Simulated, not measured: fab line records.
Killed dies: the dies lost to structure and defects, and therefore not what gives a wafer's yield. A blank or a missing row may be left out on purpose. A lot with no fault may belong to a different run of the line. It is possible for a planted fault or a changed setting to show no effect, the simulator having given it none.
A lot that was struck, set against a sound lot -- flow n5Finfet -- 14 out of 1938 route steps
Sound: these wafers, L890.2, L890.4, L890.5. Struck: wafers L892.1, L892.2, L892.5. The cause comes at the end.
Each step with rows lists, per side, the tool, then ch with its chambers, then its first start. Under that, the readings that differ: sound wafers -- struck wafers -- difference of the means -- sigmas: that difference in standard deviations of wafers without a fault.
alike: readings with means less than 2 such deviations apart, plus words and numbers identical on both sides. not compared: withheld readings, readings lacking a value on some wafer, bounds such as >300 that could conceal the same value, and numbers that have no deviation in the record and whose values overlap.
A row with sigmas, a row that says differs or no value, or rows on one side alone: a step with any of these is where the two part. When numbers do not overlap yet have no deviation, they are printed without sigmas and do not part them. A reading that every wafer of one side lacks parts them only if that side has two wafers or more.

N5_BEOL_M0_SAQP_RECESS_109: chemistry HF/NH3, target SiO2, target depth 3 nm, afs cycles 1, sublimation time 60 s.
  sound on vaporEtch-02 ch 1, day 7 17:00; struck on vaporEtch-02 ch 0,1, day 8 03:04
  alike: drypumpMotorCurrentA
N5_BEOL_M0_SAQP_SPACER2_ALD_26: deposits SiO2, target thk 15 nm, pulse time 1 s, purge time 2 s.
  sound on aldSin-03 ch 1,3, day 7 17:10; struck on aldSin-03 ch 0,1,3, day 8 03:12
  alike: heaterPowerW, precursorPulseHeightRel
N5_BEOL_M0_SAQP_SPACER2_ETCHBACK_27: etches SiO2 in CHF3/O2, target depth 22.5 nm, time 11.25 s.
  sound on rieDiel-05 ch 0,1,2, day 7 17:52; struck on rieDiel-02 ch 0,2,3, day 8 03:45
  alike: drypumpMotorCurrentA, oesProductAu, rfVppV, showerheadPlenumPTorr, throttleValvePct
  not compared: rfHoursCounterH
N5_BEOL_M0_SAQP_MANDREL2_REMOVE_110: chemistry HBr/Cl2/O2, target a-Si, stops on SiCN, bt time 10 s.
  sound on rieSi-04 ch 0,2,3, day 7 17:58; struck on rieSi-05 ch 0,2,3, day 8 03:50
  alike: drypumpMotorCurrentA, mfcCl2Sccm, oesProductAu, throttleValvePct
  not compared: rfHoursCounterH
N5_BEOL_M0_SAQP_CD_MEAS_29: target cd 14.4 nm.
  sound on cdSem-03 ch 0, day 7 18:04; struck on cdSem-03 ch 0, day 8 03:57
  alike: cdNm
then, 7 steps without rows for these wafers: N5_BEOL_M0_SAQP_COAT_69 (time 60 s, resist thk 90 nm); N5_BEOL_M0_SAQP_COAT_72 (time 60 s, resist thk 15 nm); N5_BEOL_M0_SAQP_COAT_87 (time 60 s, resist thk 5 nm); N5_BEOL_M0_SAQP_COAT_34 (resist thk 30 nm); N5_BEOL_M0_SAQP_EBR_36; N5_BEOL_M0_SAQP_SOFTBAKE_35 (time 60 s); N5_BEOL_M0_SAQP_EXPOSE_37 (exposes mask M0 CUT1, target cd 30 nm).
N5_BEOL_M0_SAQP_PEB_38: peb time 60 s.
  struck on lithoTrack-05, day 8 04:11; sound on lithoTrack-05 ch 0, day 7 18:26
  no value came back on the struck wafers for chillPlateTempC (C), exhaustPa (Pa), resistLineTempC (C); on the sound wafers chillPlateTempC (C) reads 22.78 22.93 22.92
then, 1 step without rows for these wafers: N5_BEOL_M0_SAQP_DEVELOP_39 (develop time 30 s).

== WHERE THEY PART ==
Within this record, at N5_BEOL_M0_SAQP_PEB_38 only.

WHY: what the simulator had put in
Step skipped in full: lithoTrack-05, at N5_BEOL_M0_SAQP_PEB_38, from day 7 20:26 onward. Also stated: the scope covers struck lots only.
